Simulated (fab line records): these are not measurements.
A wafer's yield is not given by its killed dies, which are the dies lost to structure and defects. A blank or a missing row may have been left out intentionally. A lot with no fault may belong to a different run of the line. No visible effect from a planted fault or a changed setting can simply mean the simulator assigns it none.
fab line records	flow n5-finfet
record: lots: 10	wafers: 30	last-day: 18
route steps=1938 shown GATE_CUT@514 MOL_CONTACT_COAG@526 BEOL_M4@1111 PASSIVATION@1936
lots untouched by any fault: they come from a run of this same line in which no faults occurred
start-h: hours from the record's first day to the start of the lot's first wafer shown	wait-h: how many hours have passed since the lot's step before this one	" as in the row above	L1.1+2: a single row standing in for several wafers	- no value, or no start was given	* or withheld: withheld	< > ~ a bound
route shown NAME@n: NAME is a module with steps in the file, n the number in the route of the first one	usual: mean and standard deviation over wafers with no fault	same: alike in all rows	chamber/n: place in a boat	sites: readings site by site	_std_site: the standard deviation of these	_edge_site: mean of outer sites minus mean of inner sites	radius-mm: how far each site lies from the wafer's centre	mask NAME#n: copy n	behind: the tool/chamber that last shaped the wafer	hold: the reason the lot was held/the length of the hold in hours/how it ended	device: names the non-switching transistor (n, p or np)	end of line: the route-end tests of the same wafers	for a step that has no rows: nothing shown but its recipe	killed: not the wafer's yield, but the dies lost to structure and defects at the first sort	map: shows each die of a wafer: x if killed, . if not, _ if none is there
set.NAME: the setting the step ran with; set.NAME@STEP: the setting that earlier step ran with	model.NAME: the simulator's own value behind a step, which no gauge read
one table for each step of the route and one row for each wafer, over a sample of lots
services: when a tool's chamber went out of use (start-h, in hours from the record's first day, below 0 if earlier), for how many hours, and the reason
== steps ==
step: N5_GATE_CUT_CMP_61
recipe: stop-on: SiNx	t-overpolish-s: 3	post-cmp-clean: alkaline-brush	down-force-psi: 4	platen-rpm: 27.09	pad-velocity-m-s: 0.539
usual: head-pressure-psi: 4.001/0.0089	motor-current-A: 11.9/1.4
lot.wafer	tool	chamber	start-h	wait-h	head-pressure-psi	motor-current-A
L274.1	cmp-01	3	87.17	0.4	4.003	10.3
L274.4	"	1	"	"	3.997	11.3
L274.5	"	3	"	"	3.998	10.8
L277.1	cmp-01	0	104.95	0.4	4.004	12.1
L277.2	"	3	"	"	4.020	11.0
L277.5	"	0	"	"	3.995	11.8
L278.4	cmp-01	2	116.15	0.3	3.995	11.0
L278.2	"	3	"	"	3.995	10.3
L278.6	"	1	"	"	4.006	11.0
L279.3	cmp-03	2	119.62	0.4	3.993	12.0
L279.4	"	1	"	"	4.008	10.8
L279.6	"	2	"	"	4.009	12.0
L280.3	cmp-04	2	127.65	0.2	3.997	12.1
L280.5	"	3	"	"	4.005	10.6
L280.6	"	0	"	"	3.999	14.5
L281.2	cmp-03	2	132.56	0.4	3.999	11.6
L281.3	"	3	"	"	4.010	14.7
L281.4	"	1	"	"	3.985	11.0
L291.2	cmp-01	0	191.77	0.4	3.987	12.0
L291.5	"	0	"	"	4.004	11.8
L291.6	"	1	"	"	4.002	11.4
L292.1	cmp-01	0	197.11	0.4	4.008	12.0
L292.4	"	1	"	"	3.981	11.4
L292.2	"	3	"	"	3.995	10.7
L293.3	cmp-03	0	204.75	0.4	4.011	12.3
L293.1	"	1	"	"	4.007	10.9
L293.4	"	3	"	"	3.992	14.6
L297.3	cmp-03	2	231.05	0.4	3.994	12.3
L297.1	"	3	"	"	4.011	14.4
L297.5	"	3	"	"	4.013	14.7
step: N5_MOL_CONTACT_COAG_CD_MEAS_08
recipe: target-cd-nm: 28	landing-energy-ev: 500	detector: se-inlens	polarity: opening
usual: cd-nm: 28.00/0.24
same: landing-energy-ev: 500
lot.wafer	tool	chamber	start-h	wait-h	cd-nm
L274.1	cd-sem-01	0	87.69	-	27.64
L274.4	"	0	"	"	28.28
L274.5	"	0	"	"	27.76
L277.1	cd-sem-02	0	105.48	-	28.02
L277.2	"	0	"	"	28.02
L277.5	"	0	"	"	28.35
L278.2	cd-sem-01	0	116.65	-	28.05
L278.4	"	0	"	"	27.83
L278.6	"	0	"	"	27.98
L279.3	cd-sem-03	0	120.28	-	28.71
L279.4	"	0	"	"	28.01
L279.6	"	0	"	"	28.69
L280.3	cd-sem-02	0	128.09	-	27.93
L280.5	"	0	"	"	27.82
L280.6	"	0	"	"	28.09
L281.2	cd-sem-01	0	133.10	-	27.66
L281.3	"	0	"	"	27.89
L281.4	"	0	"	"	28.18
L291.2	cd-sem-01	0	192.43	-	27.99
L291.5	"	0	"	"	28.22
L291.6	"	0	"	"	27.97
L292.1	cd-sem-03	0	197.64	-	28.35
L292.2	"	0	"	"	27.76
L292.4	"	0	"	"	27.66
L293.1	cd-sem-02	0	205.28	-	28.07
L293.3	"	0	"	"	27.74
L293.4	"	0	"	"	27.90
L297.1	cd-sem-01	0	231.58	-	28.09
L297.3	"	0	"	"	28.32
L297.5	"	0	"	"	27.43
step: N5_MOL_CONTACT_COAG_CD_MEAS_99
recipe: target-cd-nm: 17.2	polarity: opening
usual: cd-nm: 17.2/0.32
lot.wafer	tool	chamber	start-h	wait-h	cd-nm
L274.1	cd-sem-01	-	88.21	-	17.1
L274.4	"	-	"	"	17.1
L274.5	"	-	"	"	17.2
L277.1	cd-sem-01	-	106.00	-	17.3
L277.2	"	-	"	"	16.9
L277.5	"	-	"	"	17.3
L278.2	cd-sem-02	-	117.25	-	16.9
L278.4	"	-	"	"	17.3
L278.6	"	-	"	"	17.3
L279.3	cd-sem-01	-	121.01	-	17.0
L279.4	"	-	"	"	17.7
L279.6	"	-	"	"	17.4
L280.3	cd-sem-03	-	128.61	-	17.7
L280.5	"	-	"	"	17.9
L280.6	"	-	"	"	17.4
L281.2	cd-sem-03	-	133.76	-	17.1
L281.3	"	-	"	"	16.9
L281.4	"	-	"	"	17.0
L291.2	cd-sem-01	-	193.06	-	17.8
L291.5	"	-	"	"	17.0
L291.6	"	-	"	"	17.3
L292.1	cd-sem-02	-	198.15	-	17.0
L292.2	"	-	"	"	17.0
L292.4	"	-	"	"	17.2
L293.1	cd-sem-01	-	205.80	-	17.0
L293.3	"	-	"	"	16.7
L293.4	"	-	"	"	17.1
L297.1	cd-sem-02	-	232.10	-	17.2
L297.3	"	-	"	"	17.7
L297.5	"	-	"	"	17.4
step: N5_MOL_CONTACT_COAG_ALD_20
recipe: material: TiN	target-thk-a: 15	temp-c: 400	ald-precursor-family: TiCl4	ald-co-reactant: NH3	pulse-time-s: 1	purge-time-s: 3	co-reactant-purge-time-s: 2	co-reactant-pulse-time-s: 2	ald-cycles: 68	pressure-torr: 3
usual: ald-cycles: 68/0	chamber-pressure-Torr: 3.000/0.0068	heater-power-outer-w: 511/50	heater-power-w: 834/82	precursor-pulse-height-rel: 0.999/0.019
lot.wafer	tool	chamber	start-h	wait-h	ald-cycles	chamber-pressure-Torr	heater-power-outer-w	heater-power-w	precursor-pulse-height-rel
L274.1	ald-metal-01	3	88.81	0.1	68	2.998	592	894	0.978
L274.4	"	3	"	"	68	2.993	587	939	1.009
L274.5	"	0	"	"	68	2.993	486	879	0.975
L277.1	ald-metal-03	2	106.63	0.1	68	2.994	492	866	0.997
L277.2	"	3	"	"	68	2.995	472	788	1.043
L277.5	"	1	"	"	68	3.001	523	823	1.013
L278.2	ald-metal-03	0	119.13	0.1	68	2.999	536	888	1.000
L278.4	"	1	"	"	68	2.994	516	825	1.015
L278.6	"	3	"	"	68	3.001	472	761	1.001
L279.3	ald-metal-03	3	121.66	0.1	68	2.996	462	780	0.961
L279.4	"	1	"	"	68	2.997	507	821	1.016
L279.6	"	0	"	"	68	3.007	549	909	0.985
L280.3	ald-metal-01	1	130.26	0.1	68	2.977	490	821	0.992
L280.5	"	2	"	"	68	2.999	448	692	0.987
L280.6	"	1	"	"	68	2.988	479	794	1.010
L281.2	ald-metal-03	0	134.44	0.1	68	3.001	546	905	1.005
L281.3	"	1	"	"	68	3.004	512	821	0.983
L281.4	"	3	"	"	68	3.007	461	800	1.010
L291.2	ald-metal-01	3	195.50	0.1	112	2.994	593	898	1.013
L291.5	"	2	"	"	112	2.999	442	705	0.996
L291.6	"	3	"	"	112	3.012	603	934	1.007
L292.1	ald-metal-01	0	199.63	0.3	112	2.993	483	891	0.979
L292.2	"	3	"	"	112	3.002	600	918	0.997
L292.4	"	1	"	"	112	2.999	482	798	0.985
L293.1	ald-metal-03	0	206.83	0.1	68	3.001	539	910	0.997
L293.3	"	1	"	"	68	3.014	526	838	0.970
L293.4	"	3	"	"	68	2.995	471	773	1.041
L297.1	ald-metal-02	1	236.19	0.1	68	3.002	586	945	0.976
L297.3	"	3	"	"	68	3.021	474	784	0.985
L297.5	"	1	"	"	68	2.998	572	914	1.004
step: N5_BEOL_M4_RC_MEAS_101
usual: DIBL_N: 35.7/1.3	DIBL_P: 35.4/1.8	IOFF_N: 0.152/0.027	IOFF_P: 0.20/0.034	ION_N: 672/9.8	ION_P: 461/7.5	SS_N: 71.4/0.55	SS_P: 73.1/0.61	VT_N: 251/3.3	VT_P: -251/3.6
lot.wafer	tool	chamber	start-h	wait-h	DIBL_N[mV/V]	DIBL_P[mV/V]	IOFF_N[nA/um]	IOFF_P[nA/um]	ION_N[uA/um]	ION_P[uA/um]	SS_N[mV/dec]	SS_P[mV/dec]	VT_N[mV]	VT_P[mV]
L274.1	prober-02	0	162.74	0.0	37.2	39.2	0.199	0.27	681	469	72.2	74.2	247	-244
L274.4	"	0	"	"	35.0	38.2	0.160	0.24	672	465	71.1	73.9	248	-246
L274.5	"	0	"	"	35.2	36.6	0.161	0.22	684	467	71.0	73.7	248	-247
L277.1	prober-02	0	181.19	0.0	34.3	36.0	0.149	0.18	676	457	70.9	72.8	252	-255
L277.2	"	0	"	"	34.6	34.9	0.144	0.17	664	455	71.6	72.0	254	-253
L277.5	"	0	"	"	33.5	35.0	0.146	0.17	670	459	70.7	73.0	251	-252
L278.2	prober-01	0	191.24	0.2	35.8	36.2	0.162	0.18	676	452	71.3	73.1	253	-258
L278.4	"	0	"	"	36.4	37.6	0.186	0.19	688	469	71.3	73.7	246	-252
L278.6	"	0	"	"	36.6	37.3	0.188	0.19	673	453	72.3	73.8	251	-253
L279.3	prober-02	0	194.45	0.3	35.6	36.1	0.174	0.24	679	472	71.7	73.4	247	-243
L279.4	"	0	"	"	38.0	39.5	0.237	0.32	694	484	72.4	73.6	243	-242
L279.6	"	0	"	"	37.0	37.8	0.203	0.27	691	481	71.8	73.5	243	-243
L280.3	prober-02	0	200.58	0.3	35.7	36.7	0.162	0.23	680	468	71.3	72.6	247	-247
L280.5	"	0	"	"	35.7	36.7	0.163	0.23	678	467	71.4	72.1	247	-248
L280.6	"	0	"	"	35.1	36.3	0.152	0.22	678	467	71.0	73.0	249	-247
L281.2	prober-02	0	209.83	0.2	36.0	36.9	0.162	0.21	676	465	72.1	73.2	247	-251
L281.3	"	0	"	"	35.9	36.5	0.157	0.20	682	459	71.7	72.6	248	-250
L281.4	"	0	"	"	35.6	35.6	0.153	0.20	674	462	71.3	73.1	248	-250
L293.1	prober-01	0	275.44	0.0	35.3	34.9	0.143	0.18	676	459	71.4	72.9	252	-253
L293.3	"	0	"	"	34.3	33.2	0.123	0.17	666	457	70.4	72.6	254	-254
L293.4	"	0	"	"	34.0	33.3	0.126	0.18	667	460	70.9	72.6	252	-252
L291.2	prober-01	0	279.11	0.2	34.7	33.2	0.143	0.19	674	463	72.2	73.0	252	-249
L291.5	"	0	"	"	33.4	31.7	0.122	0.17	666	462	71.8	73.3	254	-251
L291.6	"	0	"	"	35.4	35.0	0.164	0.21	676	469	72.1	73.5	252	-249
L292.1	prober-02	0	280.66	0.0	39.0	38.9	0.201	0.28	685	474	71.8	74.3	246	-246
L292.2	"	0	"	"	38.2	37.8	0.196	0.27	691	479	72.4	74.4	248	-244
L292.4	"	0	"	"	37.7	37.7	0.175	0.26	677	472	71.4	74.6	248	-244
L297.1	prober-02	0	318.48	0.0	34.8	33.5	0.121	0.19	674	459	70.5	73.0	254	-252
L297.3	"	0	"	"	33.8	32.4	0.104	0.17	653	457	70.8	72.3	259	-253
L297.5	"	0	"	"	35.4	34.7	0.132	0.20	668	467	71.3	73.0	252	-249
step: N5_PASSIVATION_PROBE_49
usual: defect-limited-yield: 91.5/1.3	killed_at_M0_to_M3: 33/11	killed_at_M4_up: 14/5.3	killed-at-contacts: 11/6.3	killed-at-front-end: 38/10	killed-at-other: 3.7/2.8	killed-dies: 101/16	killed-on-rim: 13/3.4	killed-open: 67/12	killed-short: 32/7.4	sort_bin_5_function: 5.0/0.86	sort_bin_6_memory: 3.2/0.69	sort-n-pass: 1079/16	sort-yield-pct: 91.5/1.3
same: gross-dies: 1180	killed-at-back-side: 0	sort_bin_4_leakage[%]: 0	sort_bin_8_speed[%]: 0
lot.wafer	tool	chamber	start-h	wait-h	defect-limited-yield[%]	killed_at_M0_to_M3	killed_at_M4_up	killed-at-contacts	killed-at-front-end	killed-at-other	killed-dies	killed-on-rim	killed-open	killed-short	sort_bin_5_function[%]	sort_bin_6_memory[%]	sort-n-pass	sort-yield-pct[%]
L291.2	prober-02	-	381.80	0.1	91.7	37	9	3	39	10	98	10	55	42	4.8	2.8	1082	91.7
L291.5	prober-02	-	381.95	0.2	90.6	38	13	10	43	7	111	15	66	41	5.2	3.7	1069	90.6
L291.6	prober-02	-	382.00	0.3	90.5	25	16	22	46	3	112	16	73	37	5.8	3.4	1068	90.5
killed by level:class
L291.2 BEOL_M0_SAQP:geometric-particle:short=8 BEOL_M1:geometric-particle:open=7 FIN_SAQP:geometric-particle:short=6 BEOL_M1:geometric-particle:short=6 FIN_SAQP:geometric-particle:open=5 BEOL_M0_SAQP:geometric-particle:open=5 BEOL_M3:geometric-particle:open=5 MIM_BOT:geometric-particle:short=5
L291.5 BEOL_M3:geometric-particle:open=16 STI_FIN_REVEAL:geometric-particle:open=9 FIN_SAQP:geometric-particle:open=8 BEOL_M4:geometric-particle:open=7 GATE_CUT:geometric-particle:short=6 MIM_TOP:geometric-particle:short=6 FIN_SAQP:geometric-particle:short=5 MOL_CONTACT_COAG:geometric-particle:open=5
L291.6 MOL_CONTACT_COAG:geometric-particle:open=19 FIN_SAQP:geometric-particle:short=10 STI_FIN_REVEAL:geometric-particle:open=7 FIN_SAQP:geometric-particle:open=6 GATE_CUT:geometric-particle:short=6 BEOL_M4:geometric-particle:open=6 BEOL_M1:geometric-particle:open=5 BEOL_M2:geometric-particle:open=5
== services ==
tool	chamber	start-h	hours	kind
cmp-01	-	68.57	1.2	repair
ald-metal-01	1	73.03	20.1	repair
cmp-03	-	87.60	6.7	repair
ald-metal-03	-	93.43	5.8	repair
cmp-04	-	100.54	4.1	pm
cmp-04	-	106.85	0.5	repair
cmp-04	-	134.00	4.0	pm
cmp-04	-	138.00	-	consumable-replace:conditioner
cmp-04	-	138.00	-	consumable-replace:pad
cmp-01	-	148.41	7.1	pm
cmp-03	-	158.01	2.5	repair
cmp-03	-	175.35	4.0	pm
cmp-03	-	179.35	-	consumable-replace:conditioner
cmp-03	-	179.35	-	consumable-replace:pad
ald-metal-03	3	188.01	4.7	repair
cmp-04	-	203.01	6.4	repair
ald-metal-02	-	211.10	0.3	repair
cmp-01	-	212.81	3.1	repair
ald-metal-02	3	220.56	8.6	repair
ald-metal-01	-	230.84	8.7	pm
cmp-01	-	230.95	9.8	pm
== key ==
first-sign: step: N5_MOL_CONTACT_COAG_ALD_20	reading: ald-cycles	direction: up	sigmas: 99+	usual: *	struck: *
effect none on later readings
met-at N5_MOL_CONTACT_COAG_ALD_20
struck-lots L291,L292
not-acting-at N5_GATE_CUT_CMP_61,N5_MOL_CONTACT_COAG_CD_MEAS_08,N5_MOL_CONTACT_COAG_CD_MEAS_99
onset-between 130.26 195.50
fault: kind: process-parameter-drift	tool: ald-metal-01	chamber: -	onset-h: 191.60	steps: N5_MOL_CONTACT_COAG_ALD_20	channel: ald-cycles	offset: *	shape: step	end-h: 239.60	acts-in: *	stated: *
